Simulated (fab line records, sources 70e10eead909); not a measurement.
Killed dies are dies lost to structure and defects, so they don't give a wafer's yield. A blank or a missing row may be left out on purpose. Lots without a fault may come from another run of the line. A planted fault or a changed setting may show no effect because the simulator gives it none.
A struck lot beside a sound one | flow nand_harc | 43 steps out of a route of 1159
Sound: wafers L682.1, L682.2, L682.3. Struck: wafers L673.1, L673.2, L673.3. The cause comes at the end.
At each step with rows: each side's tool, then ch and its chambers, then its first start. Under that, the readings that differ: sound wafers | struck wafers | difference of the means | sigmas: that difference in standard deviations of wafers without a fault.
alike: readings whose means differ by less than 2 such deviations, and words and numbers that are the same on both sides. not compared: withheld readings, readings that some wafer has no value for, bounds like >300 that may hide the same value, and numbers for which the record gives no deviation and whose values overlap.
The two part at a step that has a row with sigmas, a row that says differs or no value, or rows on one side only. Numbers that don't overlap but have no deviation are shown without sigmas and don't part them. A reading that every wafer of one side lacks parts them only if that side has two wafers or more.

NHARC_A_CONTACT_INSPECT_44:
  sound on defect_inspect-02, day 20 16:14; struck on defect_inspect-02, day 19 04:48
  alike: raw_defect_count
then, 2 steps without rows for these wafers: NHARC_A_CONTACT_DESCUM_47 (chemistry O2, time 3 s); NHARC_A_CONTACT_ETCH_48 (etches the open film in CF4, target depth 39 nm, time 65 s).
NHARC_A_CONTACT_ETCH_49: etches the open film in N2/H2, target depth 260 nm, time 475.3 s.
  sound on rie_diel-10 ch 1,2,3; struck on rie_diel-10 ch 0,2,3
  reading                | sound    | struck   | difference | sigmas
  rf_hours_counter_h (h) | 21 21 20 | 13 15 14 | -7         |
  alike: drypump_motor_current_A, oes_product_au, rf_vpp_V, showerhead_plenum_p_Torr, throttle_valve_pct
NHARC_A_CONTACT_ETCH_50: etches the open film in CF4/CHF3, target depth 84.7 nm, time 42.4 s.
  sound on rie_diel-10 ch 0,1,3; struck on rie_diel-10 ch 0,2,3
  reading                | sound    | struck   | difference | sigmas
  rf_hours_counter_h (h) | 21 19 21 | 13 15 15 | -6         |
  alike: drypump_motor_current_A, oes_product_au, rf_vpp_V, showerhead_plenum_p_Torr, throttle_valve_pct
then, 1 step without rows for these wafers: NHARC_A_CONTACT_ETCH_51 (etches the open film in O2/COS, target depth 3600 nm, time 936 s).
NHARC_A_CONTACT_ETCH_111: etches the open film in C4F8/O2/Ar, time 140 s, target depth 700 nm.
  sound on har_cap_etch-01 ch 0,1, day 20 17:35; struck on har_cap_etch-03 ch 0,1, day 19 06:07
  not compared: rf_hours_counter_h
then, 1 step without rows for these wafers: NHARC_A_CONTACT_ETCH_112 (etches the open film in C4F8/O2/Ar, time 94 s, target depth 922 nm).
NHARC_A_CONTACT_ETCH_113: etches the open film in C4F8/O2/Ar, time 94 s, target depth 922 nm.
  sound on har_cap_etch-01 ch 0,1, day 20 17:52; struck on har_cap_etch-03 ch 0,1, day 19 06:25
  not compared: rf_hours_counter_h
then, 3 steps without rows for these wafers: NHARC_A_CONTACT_ETCH_114 (etches the open film in C4F8/O2/Ar, time 94 s, target depth 922 nm); NHARC_A_CONTACT_ETCH_115 (etches the open film in C4F8/O2/Ar, time 94 s, target depth 922 nm); NHARC_A_CONTACT_ETCH_116 (etches the open film in C4F8/O2/Ar, time 94 s, target depth 922 nm).
NHARC_A_CONTACT_ETCH_117: etches the open film in C4F8/O2/Ar, time 94 s, target depth 922 nm.
  sound on har_cap_etch-01 ch 0,1, day 20 18:14; struck on har_cap_etch-03 ch 0,1, day 19 06:46
  not compared: rf_hours_counter_h
then, 3 steps without rows for these wafers: NHARC_A_CONTACT_ETCH_118 (etches the open film in C4F8/O2/Ar, time 94 s, target depth 922 nm); NHARC_A_CONTACT_ETCH_119 (etches the open film in C4F8/O2/Ar, time 94 s, target depth 922 nm); NHARC_A_CONTACT_ETCH_120 (etches the open film in C4F8/O2/Ar, time 94 s, target depth 922 nm).
NHARC_A_CONTACT_ETCH_121: etches the open film in C4F8/O2/Ar, time 94 s, target depth 922 nm.
  sound on har_cap_etch-01 ch 0,1, day 20 18:36; struck on har_cap_etch-03 ch 0,1, day 19 07:08
  not compared: rf_hours_counter_h
then, 4 steps without rows for these wafers: NHARC_A_CONTACT_ETCH_122 (etches the open film in C4F8/O2/Ar, time 95 s, target depth 930 nm); NHARC_A_CONTACT_ETCH_123 (etches the open film in C4F8/O2/Ar, time 253 s, target depth 1090 nm); NHARC_A_CONTACT_ETCH_90 (etches the open film in CH3F/O2, target depth 40 nm, time 85.7 s); NHARC_A_CONTACT_ETCH_96 (etches the open film in C4F6/O2, target depth 20 nm, time 10 s).
NHARC_A_CONTACT_CD_MEAS_53:
  sound on cd_sem-02, day 20 19:38; struck on cd_sem-02, day 19 08:08
  alike: cd_nm
then, 18 steps without rows for these wafers: NHARC_A_CONTACT_STRIP_99 (strips in N2/H2); NHARC_A_CONTACT_STRIP_100 (strips in CF4/CHF3); NHARC_A_CONTACT_STRIP_101 (strips in O2/COS); NHARC_A_CONTACT_ETCH_102 (etches the open film in CF4/O2, target depth 70 nm, overetch 7 nm, time 38.5 s); NHARC_A_CONTACT_STRIP_55 (strips in O2); NHARC_A_CONTACT_STRIP_56 (strips in post etch residue remover, time 600 s); NHARC_A_CONTACT_DEP_57 (deposits aC, target thk 2800 nm); NHARC_A_CONTACT_DEP_58 (deposits SiON, target thk 60 nm); NHARC_A_CONTACT_DEHYDRATE_59 (time 120 s); NHARC_A_CONTACT_HMDS_60 (time 30 s); NHARC_A_CONTACT_COAT_61 (time 75 s); NHARC_A_CONTACT_COAT_62 (time 65 s); NHARC_A_CONTACT_COAT_63 (resist thk 90 nm); NHARC_A_CONTACT_SOFTBAKE_64 (time 55 s); NHARC_A_CONTACT_EBR_65; NHARC_A_CONTACT_EXPOSE_66 (exposes mask A CC 2); NHARC_A_CONTACT_PEB_67 (peb time 65 s); NHARC_A_CONTACT_DEVELOP_68 (develop time 35 s).
NHARC_A_CONTACT_CD_MEAS_69: target cd 200 nm.
  sound on cd_sem-03 ch 0, day 21 00:44; struck on cd_sem-03 ch 0, day 19 11:25
  alike: cd_nm
NHARC_A_CONTACT_OVL_MEAS_70:
  sound on overlay-02, day 21 00:50; struck on overlay-02, day 19 11:31
  alike: overlay_x_nm, overlay_y_nm
-- the record jumps here: 3 days lie between the struck wafers' starts before and after (it left off in module A_CONTACT and takes up again in module END, whose first step shown is number 1159 of the route) --
NHARC_END_SORT_01:
  the record has rows for the struck wafers here (prober-01 ch 0, day 22 04:32) and none for the sound ones

WHERE THEY PART
Only at NHARC_END_SORT_01, within this record.

WHY: what the simulator had put in
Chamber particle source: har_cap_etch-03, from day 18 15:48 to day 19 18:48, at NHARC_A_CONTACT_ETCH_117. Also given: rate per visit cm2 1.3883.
